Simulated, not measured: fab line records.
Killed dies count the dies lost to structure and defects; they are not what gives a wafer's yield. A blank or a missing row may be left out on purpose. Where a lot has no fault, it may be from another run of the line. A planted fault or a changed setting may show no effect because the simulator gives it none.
Which tool was responsible? ; flow n5Finfet ; 8 lots with 22 wafers sampled at 6 steps, on a route of 1938 steps

WHAT EACH GAUGE READ, for each wafer
N5_BEOL_M1_OCD_MEAS_38.
lot;measured;on;trenchDepthNm (nm)
L674;day 6 07:35;ocd-02;55.8 55.8 55.7
L676;day 6 13:28;ocd-01;56.0 55.9 56.9
L678;day 7 04:21;ocd-02;56.7 39.4
L684;day 8 19:25;ocd-02;55.1 38.2
L694;day 11 05:17;ocd-01;57.9 54.8 57.9
L695;day 11 12:13;ocd-02;55.3 56.9 57.0
L696;day 12 05:05;ocd-01;58.6 55.7 55.0
L697;day 12 05:07;ocd-02;55.1 55.9 54.8

N5_BEOL_M4_RC_MEAS_101.
lot;measured;on;DIBL_N (mV/V);DIBL_P (mV/V);IOFF_N (nA/um);IOFF_P (nA/um);ION_N (uA/um);ION_P (uA/um);SS_N (mV/dec);SS_P (mV/dec);VT_N (mV);VT_P (mV)
L674;day 7 18:45;prober-01;41.9 36.1 36.1;41.1 35.2 33.6;0.28 0.14 0.14;0.38 0.23 0.22;698 668 670;477 467 465;73.4 71.5 70.6;74.9 73.1 72.8;242 252 251;-241 -250 -248
L676;day 8 02:01;prober-01;34.4 34.8 34.3;34.2 34.2 33.2;0.14 0.14 0.13;0.20 0.21 0.19;661 662 651;462 463 459;71.1 71.2 71.4;72.6 72.7 72.0;253 250 252;-250 -251 -251
L678;day 8 10:39;prober-02;34.0 36.0;31.3 34.5;0.11 0.13;0.17 0.22;674 657;465 462;70.7 71.7;72.5 73.2;255 252;-250 -245
L684;day 10 07:29;prober-01;35.6 33.2;37.7 33.2;0.14 0.10;0.19 0.14;665 659;460 450;71.2 70.2;72.9 72.7;256 258;-253 -257
L694;day 12 17:15;prober-02;36.9 36.6 36.6;37.6 37.1 38.0;0.16 0.15 0.18;0.23 0.23 0.25;681 660 686;467 459 473;71.5 71.2 71.6;73.4 73.1 74.0;251 251 247;-247 -248 -245
L695;day 13 04:50;prober-01;39.0 35.4 38.2;39.9 35.2 38.7;0.23 0.15 0.19;0.25 0.18 0.23;691 669 692;460 452 466;73.0 71.5 72.7;74.0 73.2 74.3;245 253 250;-250 -254 -251
L696;day 13 11:44;prober-01;38.9 36.7 39.7;42.2 38.1 42.3;0.22 0.17 0.23;0.32 0.25 0.32;692 676 701;476 470 472;71.6 71.0 71.7;74.1 72.9 74.1;246 248 241;-242 -247 -243
L697;day 13 22:22;prober-02;37.7 33.0 34.5;39.1 32.4 34.2;0.19 0.10 0.13;0.27 0.17 0.19;683 649 669;477 458 467;71.8 69.8 71.2;73.7 72.1 73.2;248 256 253;-245 -256 -251

WHICH TOOL RAN EACH LOT (tool, then ch and the chambers of the sampled wafers, then the start)
lot;N5_BEOL_M1_VIA_ETCH_34;N5_BEOL_M1_TRENCH_ETCH_37;N5_BEOL_M1_ETCH_41;N5_BEOL_M1_STRIP_97
L674;rieDiel-03 ch 2,3, day 6 07:19;rieDiel-03 ch 2,3, day 6 07:25;rieDiel-03 ch 2,3, day 6 07:35 or earlier;rieDiel-03 ch 2,3, day 6 07:35 or earlier
L676;rieDiel-03 ch 0,2, day 6 13:13;rieDiel-03 ch 0,2, day 6 13:19;rieDiel-03 ch 0,2, day 6 13:28 or earlier;rieDiel-03 ch 0,2, day 6 13:28 or earlier
L678;rieDiel-03 ch 0,2, day 7 04:05;rieDiel-03 ch 0,2, day 7 04:11;rieDiel-03 ch 0,2, day 7 04:21 or earlier;rieDiel-03 ch 0,2, day 7 04:21 or earlier
L684;rieDiel-03 ch 0,2, day 8 19:10;rieDiel-03 ch 0,2, day 8 19:16;rieDiel-03 ch 0,2, day 8 19:25 or earlier;rieDiel-03 ch 0,2, day 8 19:25 or earlier
L694;rieDiel-03 ch 1,2, day 11 05:02;rieDiel-03 ch 1,2, day 11 05:08;rieDiel-03 ch 1,2, day 11 05:17 or earlier;rieDiel-03 ch 1,2, day 11 05:17 or earlier
L695;rieDiel-03 ch 0,1, day 11 11:58;rieDiel-03 ch 0,1, day 11 12:04;rieDiel-03 ch 0,1, day 11 12:13 or earlier;rieDiel-03 ch 0,1, day 11 12:13 or earlier
L696;rieDiel-03 ch 0,1, day 12 04:49;rieDiel-03 ch 0,1, day 12 04:55;rieDiel-03 ch 0,1, day 12 05:05 or earlier;rieDiel-03 ch 0,1, day 12 05:05 or earlier
L697;rieDiel-06 ch 1,2,3, day 12 04:52;rieDiel-06 ch 1,2,3, day 12 04:58;rieDiel-06 ch 1,2,3, day 12 05:07 or earlier;rieDiel-06 ch 1,2,3, day 12 05:07 or earlier
- N5_BEOL_M1_VIA_ETCH_34: etches the open film in C4F6/O2, target depth 67.8 nm, time 64.4 s.
- N5_BEOL_M1_TRENCH_ETCH_37: etches SiOC in C4F6/O2, target depth 55.207 nm, time 29 s.
- N5_BEOL_M1_ETCH_41: etches SiCN in CH3F/O2, target depth 31.9 nm, time 57.8 s.
- N5_BEOL_M1_STRIP_97: strips in N2/H2, time 10 s.

AS READ BY THE TOOLS THEMSELVES (means over the sampled wafers that have a number; for cases with no such wafer, the mark the record gives instead)
N5_BEOL_M1_VIA_ETCH_34.
lot;tool;drypumpMotorCurrentA (A);oes_f_703_au (a.u.);oes_o_777_au (a.u.);oesProductAu (a.u.);rfVppV (V);runLengthS (s);showerheadPlenumPTorr (Torr);throttleValvePct (%)
L674;rieDiel-03;6.3;0.70;0.71;0.70;689;87.8;2.85;30.2
L676;rieDiel-03;6.3;0.74;0.74;0.72;676;87.6;2.82;30.2
L678;rieDiel-03;6.3;0.75;0.76;0.74;665;87.4;2.79;30.3
L684;rieDiel-03;6.3;0.74;0.74;0.72;666;87.6;2.79;30.3
L694;rieDiel-03;6.1;0.90;0.90;0.90;685;87.7;2.88;30.2
L695;rieDiel-03;6.2;0.78;0.77;0.75;641;87.3;2.77;30.5
L696;rieDiel-03;6.0;0.77;0.77;0.74;649;87.3;2.84;30.6
L697;rieDiel-06;5.9;0.88;0.87;0.87;674;87.8;2.85;30.6

N5_BEOL_M1_TRENCH_ETCH_37.
lot;tool;drypumpMotorCurrentA (A);oes_f_703_au (a.u.);oes_o_777_au (a.u.);oesProductAu (a.u.);rfVppV (V);runLengthS (s);showerheadPlenumPTorr (Torr);throttleValvePct (%)
L674;rieDiel-03;6.3;0.70;0.71;0.70;689;52.5;2.85;20.62
L676;rieDiel-03;6.3;0.74;0.74;0.73;677;52.3;2.82;20.56
L678;rieDiel-03;6.3;0.75;0.76;0.74;666;47.5;2.79;20.60
L684;rieDiel-03;6.3;0.74;0.74;0.72;666;47.7;2.79;20.61
L694;rieDiel-03;6.1;0.90;0.90;0.89;685;52.3;2.88;20.44
L695;rieDiel-03;6.2;0.78;0.77;0.74;640;51.9;2.78;20.83
L696;rieDiel-03;6.0;0.77;0.77;0.74;648;51.5;2.85;20.93
L697;rieDiel-06;5.9;0.88;0.86;0.86;674;52.3;2.85;20.76

N5_BEOL_M1_ETCH_41.
lot;tool;CH3F_flow_sccm (sccm);drypumpMotorCurrentA (A);oesProductAu (a.u.);rfVppV (V);runLengthS (s);showerheadPlenumPTorr (Torr);throttleValvePct (%)
L674;rieDiel-03;30.04;6.3;0.70;298.0;81.2;2.00;16.22
L676;rieDiel-03;29.99;6.3;0.72;297.6;81.3;1.98;16.13
L678;rieDiel-03;29.99;6.3;0.74;297.1;80.9;1.96;16.18
L684;rieDiel-03;29.94;6.3;0.72;297.5;81.0;1.96;16.21
L694;rieDiel-03;29.85;6.1;0.89;299.0;81.3;2.03;15.96
L695;rieDiel-03;29.99;6.2;0.74;297.1;80.4;1.95;16.37
L696;rieDiel-03;29.94;6.0;0.73;297.2;80.5;2.00;16.47
L697;rieDiel-06;29.96;5.9;0.86;297.3;81.0;2.01;16.25

N5_BEOL_M1_STRIP_97.
lot;tool;drypumpMotorCurrentA (A);n2FlowSccm (sccm);oesProductAu (a.u.);rfVppV (V);showerheadPlenumPTorr (Torr);throttleValvePct (%)
L674;rieDiel-03;6.3;200.0;0.70;59.1;2.55;23.3
L676;rieDiel-03;6.3;200.3;0.73;60.4;2.52;23.2
L678;rieDiel-03;6.3;199.7;0.73;58.8;2.49;23.2
L684;rieDiel-03;6.3;200.2;0.72;59.3;2.49;23.2
L694;rieDiel-03;6.1;199.3;0.90;59.4;2.58;23.0
L695;rieDiel-03;6.2;200.5;0.74;58.4;2.47;23.5
L696;rieDiel-03;6.0;200.3;0.72;59.7;2.54;23.5
L697;rieDiel-06;5.9;199.1;0.85;59.2;2.56;23.5

THE ANSWER, worked out from the rows above alone
Rule: what is usual is taken from the lots themselves. Put in order of their means at a reading, lots are off if they are a third of the lots or fewer, leave a main group of 4 or more, and stand apart from it by a gap of 3 or more times the standard deviation of the main group's means; of several such gaps the widest counts. The tables above print the reading to a certain number of digits; a main group whose means all agree to those digits is not used. A lot without any number at a reading at which 4 lots or more have one is off too. All remaining lots with rows at the step are treated as sound. After the gauges, taken in route order, come the tools' own readings; for these a lot's mean is taken, as printed above. At the first step where some lot is off, the reading lying furthest off is the one used; lots without a number count as furthest.
Off: L678, L684 (N5_BEOL_M1_OCD_MEAS_38, trenchDepthNm). Mean 56.2 nm and standard deviation 0.52 in the main group.
If a tool, at a process step before that reading, ran all the lots that are off and no sound lot after the first of them, it fits. Not tried: the gauges at N5_BEOL_M1_OCD_MEAS_38; whatever is off there is also off at N5_BEOL_M1_TRENCH_ETCH_37, on other tools, and gauge error can't account for it. N5_BEOL_M1_ETCH_41 gives no start for some lots, so the hours and the order of its lots are those of N5_BEOL_M1_OCD_MEAS_38. N5_BEOL_M1_STRIP_97 gives no start for some lots, so the hours and the order of its lots are those of N5_BEOL_M1_OCD_MEAS_38. None of those tried fits.

WHAT THE SIMULATOR HAD PUT IN
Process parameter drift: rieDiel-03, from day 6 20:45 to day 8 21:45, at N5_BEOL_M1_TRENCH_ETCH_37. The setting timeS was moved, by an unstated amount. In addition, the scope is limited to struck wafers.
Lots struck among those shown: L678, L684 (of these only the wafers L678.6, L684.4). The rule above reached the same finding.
